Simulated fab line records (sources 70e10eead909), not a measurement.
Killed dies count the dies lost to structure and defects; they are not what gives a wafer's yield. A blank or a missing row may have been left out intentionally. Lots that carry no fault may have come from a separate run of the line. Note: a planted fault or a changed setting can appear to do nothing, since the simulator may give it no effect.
fab line records	flow nand-harc
[record] lots = 24	wafers = 72	last-day = 25
route steps=1159 shown P_BONDPAD@367 A_ZERO_WELL@401 A_CHANNEL_HOLE_D1@450
lots untouched by any fault: they come from a run of this same line in which no faults occurred
start-h: hours from the record's first day to the start of the lot's first wafer shown	wait-h: hours from the lot's prior step to this one	" unchanged from the row above	L1.1+2: several wafers, shown together as one row	- no value, or no start given	* or withheld: withheld	< > ~ a bound
route shown NAME@n: names a module that has steps shown in the file, with the first one's number in the route	usual: mean/standard deviation of fault-free wafers	same: alike in all rows	chamber/n: place in a boat	sites: the reading at each site	_std_site: their standard deviation	_edge_site: inner sites' mean taken away from outer sites' mean	radius-mm: for every site, how far away it sits from the centre of the wafer	mask NAME#n: copy n	behind: the last tool/chamber to shape the wafer	hold: why the lot went on hold/how many hours it stayed there/how the hold came to an end	device: which transistor (n, p or np) failed to switch	end of line: the route-end tests of the same wafers	step lacking rows: just its recipe	killed: at the first sort, the dies lost to defects and structure; wafer yield is something else	map: a wafer's dies, marking killed ones x, the rest . and places with no die _
set.NAME: setting as actually run; set.NAME@STEP: the setting as run at that earlier step	model.NAME: the simulator's own value behind a step, which no gauge read
the route's steps for a sample of lots (tables are steps, rows are wafers)
services: the hour from which a tool's chamber was out of use, counted from the record's first day as start-h (under 0 if before that day), plus the number of hours and why
[[steps]]
[step NHARC_P_BONDPAD_DESCUM_11]
[recipe] time-s = 3	o2-flow-sccm = 200	ar-flow-sccm = 0	bias-power-w = 0	chemistry = O2
[usual] drypump-motor-current-A = 5.7/0.36	oes-product-au = 0.997/0.014	rf-vpp-V = 57.8/0.73	showerhead-plenum-p-Torr = 1.93/0.08	throttle-valve-pct = 11.312/0.0088
lot.wafer	tool	chamber	start-h	wait-h	drypump-motor-current-A	oes-product-au	rf-hours-counter-h	rf-vpp-V	showerhead-plenum-p-Torr	throttle-valve-pct
L074.2	rie-diel-08	2	124.94	-	5.0	0.982	53	58.7	1.83	11.317
L074.4	"	3	"	"	5.3	0.998	55	58.0	1.80	11.315
L074.6	"	1	"	"	6.0	1.002	-	57.3	1.81	11.304
L075.4	rie-diel-04	1	137.17	-	5.7	0.987	1	58.4	1.95	11.313
L075.5	"	3	"	"	5.9	1.003	-	58.3	1.95	11.312
L075.6	"	0	"	"	6.2	1.004	-	58.8	2.06	11.333
L076.4	rie-diel-08	1	143.91	-	6.0	1.021	6	56.2	1.81	11.309
L076.1	"	2	"	"	5.0	0.980	6	57.7	1.83	11.321
L076.6	"	1	"	"	6.0	1.023	-	58.2	1.81	11.330
L077.3	rie-diel-08	3	149.56	-	5.3	1.008	7	58.9	1.79	11.314
L077.5	"	2	"	"	5.0	0.971	-	58.5	1.83	11.291
L077.6	"	3	"	"	5.3	0.996	-	58.2	1.79	11.301
L078.3	rie-diel-04	2	153.36	-	5.4	0.989	4	58.8	1.95	11.320
L078.5	"	0	"	"	6.2	1.007	-	57.4	2.06	11.307
L078.6	"	1	"	"	5.7	0.981	-	58.3	1.95	11.307
L079.2	rie-diel-04	1	159.29	-	5.7	0.984	3	58.3	1.95	11.300
L079.1	"	2	"	"	5.4	1.000	4	58.6	1.95	11.301
L079.5	"	2	"	"	5.4	0.985	-	57.7	1.95	11.291
L080.2	rie-diel-04	2	169.32	-	5.4	0.996	5	55.7	1.95	11.317
L080.1	"	0	"	"	6.2	1.008	5	57.4	2.06	11.313
L080.3	"	1	"	"	5.7	0.978	4	56.5	1.95	11.299
L082.3	rie-diel-04	2	176.78	-	5.4	1.002	5	57.1	1.95	11.312
L082.4	"	0	"	"	6.2	1.007	5	58.6	2.06	11.295
L082.5	"	2	"	"	5.4	1.001	-	57.8	1.95	11.315
L081.1	rie-diel-04	0	177.73	-	6.1	1.015	6	57.9	2.06	11.312
L081.4	"	1	"	"	5.7	0.985	4	57.5	1.95	11.313
L081.5	"	1	"	"	5.7	0.984	-	57.1	1.95	11.311
L083.3	rie-diel-08	2	178.34	-	5.0	0.976	20	57.3	1.83	11.310
L083.2	"	0	"	"	5.4	1.016	20	58.4	1.84	11.321
L083.5	"	2	"	"	5.0	0.973	-	57.6	1.83	11.310
L085.2	rie-diel-04	3	189.41	-	5.8	1.002	7	58.5	1.95	11.323
L085.3	"	0	"	"	6.2	1.008	7	58.6	2.06	11.313
L085.1	"	2	"	"	5.4	1.018	7	58.9	1.95	11.311
L084.1	rie-diel-05	0	189.70	-	5.4	0.997	5	57.6	1.84	11.306
L084.2	"	2	"	"	6.1	0.998	7	57.6	1.88	11.329
L084.6	"	2	"	"	6.1	1.006	-	58.4	1.88	11.312
L087.1	rie-diel-04	0	203.19	-	6.2	1.016	8	57.4	2.06	11.315
L087.4	"	1	"	"	5.7	0.987	7	58.3	1.95	11.310
L087.6	"	2	"	"	5.4	1.002	-	57.9	1.95	11.298
L086.2	rie-diel-05	2	203.36	-	6.1	1.007	12	57.5	1.87	11.315
L086.1	"	0	"	"	5.4	0.993	10	58.1	1.84	11.304
L086.6	"	2	"	"	6.1	1.024	-	57.7	1.87	11.322
L088.3	rie-diel-04	2	209.90	-	5.4	0.993	8	57.7	1.95	11.298
L088.1	"	3	"	"	5.8	0.980	8	57.7	1.95	11.312
L088.5	"	1	"	"	5.7	0.974	-	58.6	1.95	11.295
L090.3	rie-diel-04	3	216.30	-	5.8	0.987	9	57.6	1.95	11.306
L090.2	"	0	"	"	6.1	1.001	9	57.7	2.06	11.301
L090.6	"	3	"	"	5.8	0.987	-	55.9	1.95	11.312
L089.4	rie-diel-04	3	230.22	-	5.8	0.985	10	57.3	1.95	11.309
L089.1	"	1	"	"	5.7	0.978	10	59.5	1.95	11.312
L089.5	"	3	"	"	5.8	0.985	-	58.0	1.95	11.308
L092.3	rie-diel-04	0	231.53	-	6.2	0.994	11	57.3	2.06	11.316
L092.6	"	0	"	"	6.2	1.002	-	57.9	2.05	11.314
L092.5	"	1	"	"	5.7	0.975	-	56.6	1.95	11.308
L091.3	rie-diel-04	3	233.76	-	5.8	0.977	11	57.9	1.95	11.306
L091.2	"	0	"	"	6.2	1.000	11	58.1	2.06	11.311
L091.5	"	2	"	"	5.4	1.010	-	57.4	1.95	11.319
L093.2	rie-diel-08	1	242.76	-	6.0	1.027	39	56.7	1.80	11.309
L093.4	"	2	"	"	5.0	0.976	40	57.3	1.82	11.301
L093.5	"	0	"	"	5.4	1.008	-	58.0	1.83	11.306
L094.3	rie-diel-04	2	245.77	-	5.4	0.997	12	58.5	1.95	11.313
L094.2	"	1	"	"	5.7	0.983	11	58.6	1.95	11.333
L094.5	"	3	"	"	5.8	0.980	-	57.9	1.95	11.307
L095.1	rie-diel-04	2	255.16	-	5.4	1.006	12	57.5	1.95	11.314
L095.3	"	3	"	"	5.8	1.000	12	58.2	1.95	11.305
L095.5	"	2	"	"	5.4	1.015	-	59.0	1.95	11.317
L096.3	rie-diel-05	1	261.15	-	6.5	1.015	34	57.6	2.02	11.321
L096.5	"	3	"	"	5.8	1.004	-	56.7	1.85	11.304
L096.6	"	0	"	"	5.4	0.987	-	57.9	1.83	11.321
L097.1	rie-diel-04	1	261.32	-	5.7	0.987	13	58.2	1.95	11.319
L097.5	"	0	"	"	6.1	1.001	-	58.3	2.05	11.304
L097.6	"	1	"	"	5.7	0.977	-	58.9	1.95	11.312
[step NHARC_P_BONDPAD_ANNEAL_28]
[recipe] temp-c = 225	time-s = 90
[usual] wafer_temp_C_max = 226.0/0.39
lot.wafer	tool	chamber	start-h	wait-h	wafer_temp_C_max
L074.2	rtp-anneal-02	0	126.72	0.3	225.7
L074.4	"	0	"	"	225.5
L074.6	"	0	"	"	225.3
L075.4	rtp-anneal-01	0	138.98	0.3	226.6
L075.5	"	0	"	"	226.5
L075.6	"	0	"	"	226.3
L076.1	rtp-anneal-02	0	145.69	-	225.3
L076.4	"	0	"	"	225.4
L076.6	"	0	"	"	225.7
L077.3	rtp-anneal-01	0	151.33	0.3	226.4
L077.5	"	0	"	"	225.9
L077.6	"	0	"	"	226.1
L078.3	rtp-anneal-01	0	155.12	-	226.8
L078.5	"	0	"	"	226.3
L078.6	"	0	"	"	226.3
L079.1	rtp-anneal-02	0	160.98	0.3	225.6
L079.2	"	0	"	"	225.8
L079.5	"	0	"	"	225.8
L080.1	rtp-anneal-01	0	171.49	-	226.3
L080.2	"	0	"	"	226.2
L080.3	"	0	"	"	226.3
L082.3	rtp-anneal-01	0	178.69	0.3	225.9
L082.4	"	0	"	"	226.6
L082.5	"	0	"	"	225.9
L081.1	rtp-anneal-01	0	179.41	-	226.2
L081.4	"	0	"	"	226.3
L081.5	"	0	"	"	226.4
L083.2	rtp-anneal-02	0	180.07	-	225.8
L083.3	"	0	"	"	226.0
L083.5	"	0	"	"	225.7
L085.1	rtp-anneal-01	0	191.08	-	226.5
L085.2	"	0	"	"	226.7
L085.3	"	0	"	"	226.1
L084.1	rtp-anneal-02	0	191.43	-	225.6
L084.2	"	0	"	"	225.7
L084.6	"	0	"	"	225.6
L087.1	rtp-anneal-01	0	204.85	0.3	226.0
L087.4	"	0	"	"	226.1
L087.6	"	0	"	"	226.6
L086.1	rtp-anneal-01	0	205.16	0.3	226.3
L086.2	"	0	"	"	226.9
L086.6	"	0	"	"	226.3
L088.1	rtp-anneal-02	0	211.66	0.4	225.7
L088.3	"	0	"	"	225.4
L088.5	"	0	"	"	225.3
L090.2	rtp-anneal-02	0	218.03	0.3	226.0
L090.3	"	0	"	"	225.7
L090.6	"	0	"	"	225.7
L089.1	rtp-anneal-02	0	231.93	-	225.3
L089.4	"	0	"	"	225.8
L089.5	"	0	"	"	225.9
L092.3	rtp-anneal-02	0	233.31	0.3	225.8
L092.5	"	0	"	"	225.5
L092.6	"	0	"	"	226.0
L091.2	rtp-anneal-01	0	235.54	0.4	226.3
L091.3	"	0	"	"	226.3
L091.5	"	0	"	"	225.7
L093.2	rtp-anneal-01	0	244.70	0.5	226.3
L093.4	"	0	"	"	226.1
L093.5	"	0	"	"	225.9
L094.2	rtp-anneal-02	0	247.50	-	225.6
L094.3	"	0	"	"	225.9
L094.5	"	0	"	"	225.6
L095.1	rtp-anneal-01	0	256.87	-	225.9
L095.3	"	0	"	"	226.9
L095.5	"	0	"	"	226.4
L096.3	rtp-anneal-01	0	263.00	-	226.4
L096.5	"	0	"	"	226.1
L096.6	"	0	"	"	226.0
L097.1	rtp-anneal-01	0	263.21	0.3	226.2
L097.5	"	0	"	"	226.3
L097.6	"	0	"	"	226.3
[step NHARC_P_BONDPAD_THK_MEAS_20]
[recipe] thk-meas-gauge = xrf
[usual] thk-nm = 160.4/1.8
lot.wafer	tool	chamber	start-h	wait-h	thk-nm
L074.2	film-metro-02	-	127.33	-	163.2
L074.4	"	-	"	"	161.7
L074.6	"	-	"	"	162.5
L075.4	film-metro-01	-	139.52	-	162.2
L075.5	"	-	"	"	160.4
L075.6	"	-	"	"	161.1
L076.1	film-metro-02	-	146.35	-	156.3
L076.4	"	-	"	"	158.5
L076.6	"	-	"	"	159.0
L077.3	film-metro-01	-	151.90	-	163.7
L077.5	"	-	"	"	159.5
L077.6	"	-	"	"	162.9
L078.3	film-metro-01	-	155.68	-	159.3
L078.5	"	-	"	"	158.7
L078.6	"	-	"	"	159.0
L079.1	film-metro-01	-	161.65	-	160.4
L079.2	"	-	"	"	162.2
L079.5	"	-	"	"	162.1
L080.1	film-metro-02	-	172.16	-	160.8
L080.2	"	-	"	"	163.1
L080.3	"	-	"	"	162.1
L082.3	film-metro-01	-	179.26	-	158.0
L082.4	"	-	"	"	159.2
L082.5	"	-	"	"	159.7
L081.1	film-metro-01	-	180.10	-	164.2
L081.4	"	-	"	"	160.8
L081.5	"	-	"	"	158.7
L083.2	film-metro-01	-	180.69	-	160.8
L083.3	"	-	"	"	157.2
L083.5	"	-	"	"	160.3
L085.1	film-metro-01	-	191.75	-	158.9
L085.2	"	-	"	"	158.5
L085.3	"	-	"	"	159.7
L084.1	film-metro-02	-	192.09	-	164.0
L084.2	"	-	"	"	159.3
L084.6	"	-	"	"	160.1
L087.1	film-metro-01	-	205.52	-	160.1
L087.4	"	-	"	"	164.5
L087.6	"	-	"	"	161.5
L086.1	film-metro-02	-	205.84	-	161.1
L086.2	"	-	"	"	158.0
L086.6	"	-	"	"	158.8
L088.1	film-metro-01	-	212.32	-	162.4
L088.3	"	-	"	"	157.9
L088.5	"	-	"	"	160.9
L090.2	film-metro-01	-	218.64	-	163.2
L090.3	"	-	"	"	163.2
L090.6	"	-	"	"	161.8
L089.1	film-metro-02	-	232.59	-	162.7
L089.4	"	-	"	"	161.1
L089.5	"	-	"	"	163.2
L092.3	film-metro-01	-	233.87	-	157.0
L092.5	"	-	"	"	158.6
L092.6	"	-	"	"	157.1
L091.2	film-metro-02	-	236.16	-	159.4
L091.3	"	-	"	"	157.7
L091.5	"	-	"	"	155.2
L093.2	film-metro-01	-	245.32	-	160.4
L093.4	"	-	"	"	160.1
L093.5	"	-	"	"	162.2
L094.2	film-metro-02	-	248.11	-	161.8
L094.3	"	-	"	"	158.4
L094.5	"	-	"	"	159.9
L095.1	film-metro-02	-	257.54	-	161.2
L095.3	"	-	"	"	162.1
L095.5	"	-	"	"	161.5
L096.3	film-metro-02	-	263.57	-	158.6
L096.5	"	-	"	"	158.9
L096.6	"	-	"	"	157.2
L097.1	film-metro-01	-	263.88	-	159.5
L097.5	"	-	"	"	159.8
L097.6	"	-	"	"	158.9
[step NHARC_A_ZERO_WELL_CD_MEAS_10]
[recipe] target-cd-nm = 2000	landing-energy-ev = 500
[usual] cd-nm = 2002/3.5
lot.wafer	tool	chamber	start-h	wait-h	cd-nm
L074.2	cd-sem-03	0	128.89	-	2007
L074.4	"	0	"	"	2005
L074.6	"	0	"	"	2001
L075.4	cd-sem-03	0	141.07	-	2005
L075.5	"	0	"	"	2005
L075.6	"	0	"	"	2002
L076.1	cd-sem-01	0	147.91	-	2004
L076.4	"	0	"	"	2008
L076.6	"	0	"	"	2004
L077.3	cd-sem-01	0	153.43	-	2000
L077.5	"	0	"	"	1997
L077.6	"	0	"	"	2000
L078.3	cd-sem-02	0	157.27	-	2004
L078.5	"	0	"	"	2003
L078.6	"	0	"	"	2007
L079.1	cd-sem-01	0	163.16	-	2006
L079.2	"	0	"	"	2006
L079.5	"	0	"	"	2005
L080.1	cd-sem-03	0	173.56	-	1998
L080.2	"	0	"	"	1999
L080.3	"	0	"	"	2002
L082.3	cd-sem-01	0	180.79	-	2004
L082.4	"	0	"	"	2005
L082.5	"	0	"	"	2002
L081.1	cd-sem-03	0	181.64	-	2004
L081.4	"	0	"	"	2007
L081.5	"	0	"	"	2004
L083.2	cd-sem-02	0	182.21	-	2007
L083.3	"	0	"	"	2002
L083.5	"	0	"	"	2001
L085.1	cd-sem-03	0	193.28	-	1999
L085.2	"	0	"	"	2000
L085.3	"	0	"	"	1996
L084.1	cd-sem-03	0	193.60	-	1997
L084.2	"	0	"	"	1998
L084.6	"	0	"	"	1999
L087.1	cd-sem-02	0	206.92	-	2003
L087.4	"	0	"	"	1996
L087.6	"	0	"	"	1999
L086.1	cd-sem-01	0	207.36	-	1999
L086.2	"	0	"	"	1994
L086.6	"	0	"	"	2000
L088.1	cd-sem-01	0	213.73	-	1999
L088.3	"	0	"	"	1995
L088.5	"	0	"	"	1999
L090.2	cd-sem-01	0	220.05	-	2001
L090.3	"	0	"	"	1999
L090.6	"	0	"	"	1998
L089.1	cd-sem-03	0	234.13	-	1997
L089.4	"	0	"	"	2001
L089.5	"	0	"	"	1999
L092.3	cd-sem-03	0	235.29	-	2008
L092.5	"	0	"	"	2005
L092.6	"	0	"	"	2005
L091.2	cd-sem-03	0	237.57	-	2004
L091.3	"	0	"	"	2003
L091.5	"	0	"	"	2008
L093.2	cd-sem-02	0	246.74	-	2001
L093.4	"	0	"	"	1998
L093.5	"	0	"	"	1992
L094.2	cd-sem-02	0	249.53	-	2004
L094.3	"	0	"	"	2001
L094.5	"	0	"	"	2004
L095.1	cd-sem-03	0	259.07	-	2002
L095.3	"	0	"	"	2004
L095.5	"	0	"	"	2002
L096.3	cd-sem-01	0	265.11	-	2005
L096.5	"	0	"	"	2002
L096.6	"	0	"	"	2005
L097.1	cd-sem-01	0	265.40	-	2006
L097.5	"	0	"	"	2005
L097.6	"	0	"	"	2007
[step NHARC_A_CHANNEL_HOLE_D1_DEP_00]
[recipe] target-thk-a = 31000	temp-c = 400	material = aC
[usual] susceptor-temp-C = 399.98/0.22	throttle-valve-pct = 35.000/0.01
lot.wafer	tool	chamber	start-h	wait-h	susceptor-temp-C	throttle-valve-pct
L074.2	acl-dep-01	0	169.05	3.4	400.10	35.006
L074.4	"	0	"	"	400.48	34.999
L074.6	"	0	"	"	400.07	34.991
L075.4	acl-dep-03	0	182.33	3.0	400.20	34.990
L075.5	"	0	"	"	400.12	35.001
L075.6	"	0	"	"	400.21	34.993
L076.1	acl-dep-02	0	183.97	0.1	399.96	35.004
L076.4	"	0	"	"	400.15	34.982
L076.6	"	0	"	"	400.01	35.017
L077.3	acl-dep-03	0	193.21	0.7	399.61	34.997
L077.5	"	0	"	"	400.14	34.986
L077.6	"	0	"	"	399.70	34.994
L078.3	acl-dep-02	0	193.48	0.7	400.01	34.998
L078.5	"	0	"	"	400.01	35.012
L078.6	"	0	"	"	399.77	35.010
L079.1	acl-dep-03	0	200.54	0.1	-	34.996
L079.2	"	0	"	"	-	34.994
L079.5	"	0	"	"	-	35.015
L080.1	acl-dep-03	0	213.49	0.1	399.88	34.996
L080.2	"	0	"	"	399.75	34.998
L080.3	"	0	"	"	399.89	35.013
L081.1	acl-dep-02	0	217.85	0.5	400.04	35.014
L081.4	"	0	"	"	399.97	35.011
L081.5	"	0	"	"	399.87	34.981
L082.3	acl-dep-01	0	218.77	1.2	399.52	35.006
L082.4	"	0	"	"	399.95	34.997
L082.5	"	0	"	"	399.65	35.022
L083.2	acl-dep-03	0	219.86	2.0	400.05	35.011
L083.3	"	0	"	"	400.02	34.995
L083.5	"	0	"	"	400.01	34.981
L084.1	acl-dep-02	0	231.65	3.4	400.14	35.002
L084.2	"	0	"	"	400.47	34.990
L084.6	"	0	233.24	5.0	400.27	35.001
L085.1	acl-dep-01	0	232.35	4.1	-	34.995
L085.2	"	0	"	"	-	35.006
L085.3	"	0	"	"	-	34.999
L086.1	acl-dep-03	0	246.68	2.1	400.51	35.005
L086.2	"	0	"	"	400.36	35.006
L086.6	"	0	248.26	3.7	400.32	34.997
L087.1	acl-dep-01	0	246.98	2.1	400.04	34.984
L087.4	"	0	"	"	399.78	35.001
L087.6	"	0	"	"	400.07	35.012
L088.1	acl-dep-01	0	254.70	1.8	-	35.006
L088.3	"	0	"	"	-	34.995
L088.5	"	0	"	"	-	35.000
L090.2	acl-dep-03	0	255.22	2.3	399.80	35.007
L090.3	"	0	"	"	399.82	34.989
L090.6	"	0	"	"	399.95	34.986
L091.2	acl-dep-01	0	272.78	0.4	399.79	35.011
L091.3	"	0	"	"	400.04	34.991
L091.5	"	0	"	"	399.84	35.011
L089.1	acl-dep-03	0	273.05	0.6	400.10	35.013
L089.4	"	0	"	"	399.96	35.001
L089.5	"	0	"	"	399.96	34.989
L092.3	acl-dep-02	0	274.39	1.7	-	34.994
L092.5	"	0	"	"	-	35.013
L092.6	"	0	"	"	-	34.998
L094.2	acl-dep-02	0	286.29	0.4	-	35.012
L094.3	"	0	"	"	-	35.005
L094.5	"	0	"	"	-	34.996
L093.2	acl-dep-03	0	288.39	2.4	-	35.006
L093.4	"	0	"	"	-	35.007
L093.5	"	0	"	"	-	35.000
L097.1	acl-dep-02	0	303.56	5.5	399.96	35.000
L097.5	"	0	304.83	6.8	399.76	35.021
L097.6	"	0	"	"	400.06	35.007
L095.1	acl-dep-03	0	304.83	6.4	399.66	35.005
L095.3	"	0	"	"	399.64	34.985
L095.5	"	0	"	"	399.98	34.993
L096.3	acl-dep-02	0	306.10	7.6	399.85	35.012
L096.5	"	0	"	"	400.47	34.997
L096.6	"	0	"	"	400.07	35.004
[step NHARC_A_CHANNEL_HOLE_D1_ETCH_25]
[recipe] bias-v = 5000	source-w = withheld	pressure-mtorr = 20	time-s = 1040.2	ar-flow-sccm = 375	c4f8-flow-sccm = 93.8	o2-flow-sccm = 31.2	temp-c = -20	target-depth-a = 15000	chemistry = C4F8/O2/Ar
[usual] c4f8-flow-sccm = 93.83/0.28	drypump-motor-current-A = 5.4/0.36	he-backside-leak-sccm = 5.7/0.4	showerhead-plenum-p-Torr = 3.75/0.091	throttle-valve-pct = 32.236/0.01
lot.wafer	tool	chamber	start-h	wait-h	c4f8-flow-sccm	drypump-motor-current-A	he-backside-leak-sccm	rf-hours-counter-h	showerhead-plenum-p-Torr	throttle-valve-pct
L074.2	har-etch-02	1	175.82	0.7	94.05	4.9	5.5	99	3.87	32.239
L074.4	"	1	"	"	93.96	4.9	5.6	-	3.87	32.242
L074.6	"	1	"	"	93.86	4.9	5.4	-	3.87	32.233
L075.4	har-etch-02	0	188.58	0.7	93.58	5.4	5.4	-	3.63	32.244
L075.6	"	0	"	"	93.89	5.4	5.5	-	3.64	32.234
L075.5	"	1	"	"	93.88	4.9	5.4	-	3.87	32.226
L076.1	har-etch-01	1	191.05	0.7	93.79	5.6	6.3	198	3.82	32.242
L076.4	"	1	"	"	93.72	5.7	6.4	-	3.82	32.243
L076.6	"	1	"	"	94.14	5.6	6.3	-	3.82	32.233
L077.3	har-etch-01	1	199.94	0.7	93.81	5.6	6.4	-	3.81	32.230
L077.6	"	0	"	"	94.05	5.9	5.0	-	3.74	32.244
L077.5	"	1	"	"	94.17	5.6	6.2	-	3.81	32.235
L078.3	har-etch-02	1	200.58	0.7	93.96	4.9	5.4	-	3.86	32.215
L078.5	"	1	"	"	94.08	4.9	5.4	-	3.86	32.235
L078.6	"	0	"	"	93.74	5.4	5.6	-	3.63	32.227
L079.1	har-etch-01	1	207.44	0.6	93.43	5.7	6.4	208	3.81	32.246
L079.2	"	0	"	"	93.91	5.9	5.5	208	3.74	32.243
L079.5	"	0	"	"	93.30	5.9	5.6	-	3.74	32.222
L080.2	har-etch-01	1	220.39	0.6	94.00	5.7	6.4	212	3.81	32.234
L080.1	"	0	"	"	93.61	5.9	5.4	212	3.74	32.235
L080.3	"	1	"	"	94.26	5.7	6.2	-	3.81	32.250
L081.1	har-etch-01	1	224.79	0.7	94.46	5.7	6.6	215	3.81	32.226
L081.4	"	0	"	"	94.18	5.9	5.4	-	3.73	32.240
L081.5	"	0	"	"	93.52	5.9	5.5	-	3.73	32.232
L082.3	har-etch-02	0	226.41	0.7	94.00	5.4	5.2	-	3.63	32.222
L082.4	"	1	"	"	93.70	4.9	5.4	-	3.86	32.247
L082.5	"	1	"	"	93.20	4.9	5.0	-	3.86	32.258
L083.2	har-etch-01	1	228.95	0.7	94.11	5.7	6.5	219	3.80	32.236
L083.3	"	0	"	"	93.88	5.9	5.4	-	3.73	32.249
L083.5	"	1	"	"	94.16	5.7	6.4	-	3.80	32.231
L084.1	har-etch-02	0	238.58	0.6	93.39	5.4	5.7	124	3.62	32.225
L084.2	"	1	"	"	93.89	4.9	5.4	124	3.86	32.236
L084.6	"	1	"	"	93.96	4.9	5.5	-	3.86	32.250
L085.2	har-etch-01	1	239.70	0.6	93.91	5.6	6.5	223	3.80	32.230
L085.1	"	0	"	"	93.33	5.9	5.4	223	3.73	32.237
L085.3	"	1	"	"	94.41	5.6	6.7	-	3.80	32.222
L086.1	har-etch-02	0	253.57	0.6	94.18	5.4	5.6	131	3.62	32.244
L086.2	"	1	"	"	93.67	4.9	5.4	131	3.85	32.221
L086.6	"	0	"	"	93.82	5.4	5.6	-	3.62	32.246
L087.1	har-etch-01	1	254.70	0.6	93.92	5.7	6.3	230	3.80	32.236
L087.4	"	1	"	"	94.07	5.7	6.4	-	3.80	32.237
L087.6	"	1	"	"	94.51	5.7	6.4	-	3.80	32.227
L088.1	har-etch-02	1	261.89	0.7	94.26	4.9	5.4	136	3.85	32.222
L088.3	"	0	"	"	93.61	5.4	5.3	-	3.62	32.247
L088.5	"	1	"	"	94.06	4.9	5.6	-	3.85	32.222
L090.2	har-etch-01	0	262.19	0.6	93.44	5.9	5.2	236	3.72	32.234
L090.3	"	1	"	"	93.95	5.7	6.5	-	3.80	32.232
L090.6	"	0	"	"	93.33	5.9	5.2	-	3.72	32.242
L091.2	har-etch-02	0	279.54	0.7	93.27	5.4	5.3	140	3.61	32.223
L091.3	"	1	"	"	94.35	4.9	5.7	-	3.85	32.245
L091.5	"	1	"	"	94.20	4.9	5.6	-	3.85	32.242
L089.1	har-etch-01	0	279.97	0.6	93.68	5.9	5.5	239	3.72	32.240
L089.4	"	0	"	"	94.02	5.9	5.6	-	3.72	32.228
L089.5	"	1	"	"	94.14	5.7	6.4	-	3.79	32.227
L092.3	har-etch-02	0	283.85	0.7	93.74	5.5	5.5	-	3.61	32.227
L092.5	"	0	"	"	93.55	5.4	5.8	-	3.61	32.230
L092.6	"	1	"	"	93.78	4.9	5.7	-	3.85	32.241
L094.2	har-etch-02	1	293.11	0.6	94.11	4.9	5.6	148	3.84	32.238
L094.3	"	0	"	"	93.68	5.4	5.5	-	3.61	32.246
L094.5	"	1	"	"	93.78	4.9	5.8	-	3.84	32.257
L093.2	har-etch-01	0	296.19	0.7	93.56	5.9	5.6	246	3.72	32.234
L093.4	"	0	"	"	93.63	5.9	5.7	-	3.72	32.252
L093.5	"	1	"	"	94.02	5.7	6.2	-	3.79	32.231
L097.1	har-etch-02	1	310.46	0.6	93.62	4.9	5.8	155	3.84	32.237
L097.5	"	1	"	"	93.67	4.9	5.7	-	3.84	32.248
L097.6	"	0	"	"	93.60	5.4	5.5	-	3.61	32.226
L095.1	har-etch-02	1	314.79	0.7	93.72	4.9	5.6	159	3.84	32.243
L095.3	"	1	"	"	94.21	4.9	5.6	-	3.84	32.223
L095.5	"	0	"	"	94.01	5.4	5.8	-	3.60	32.258
L096.3	har-etch-02	0	319.25	0.7	93.85	5.4	5.9	-	3.60	32.239
L096.6	"	1	"	"	93.73	4.9	5.5	-	3.84	32.247
L096.5	"	0	"	"	93.48	5.4	5.7	-	3.60	32.237
[[services]]
tool	chamber	start-h	hours	kind
rie-diel-05	-	101.42	4.1	repair
rie-diel-08	0	107.52	1.8	repair
rie-diel-04	-	111.90	9.0	pm
rie-diel-04	0	111.90	9.0	vent-cycle
rie-diel-04	1	111.90	9.0	vent-cycle
rie-diel-04	2	111.90	9.0	vent-cycle
acl-dep-01	-	113.55	13.0	pm
rie-diel-04	1	129.98	6.6	repair
rie-diel-05	-	163.67	9.0	pm
acl-dep-02	-	170.01	13.0	pm
rie-diel-05	3	189.65	21.6	repair
rie-diel-05	0	207.28	3.5	repair
acl-dep-03	-	223.93	13.0	pm
rie-diel-04	-	226.02	1.5	repair
rie-diel-08	0	230.90	4.1	repair
rie-diel-08	2	253.28	3.2	repair
rie-diel-04	2	264.58	4.7	repair
rie-diel-05	2	273.08	2.7	repair
rie-diel-08	3	287.17	3.8	repair
rie-diel-04	-	288.90	9.0	pm
acl-dep-01	-	294.81	13.0	pm
rtp-anneal-02	-	300.00	12.0	pm
har-etch-01	-	305.00	17.0	pm
rie-diel-04	0	317.68	2.6	repair
[[key]]
fault none
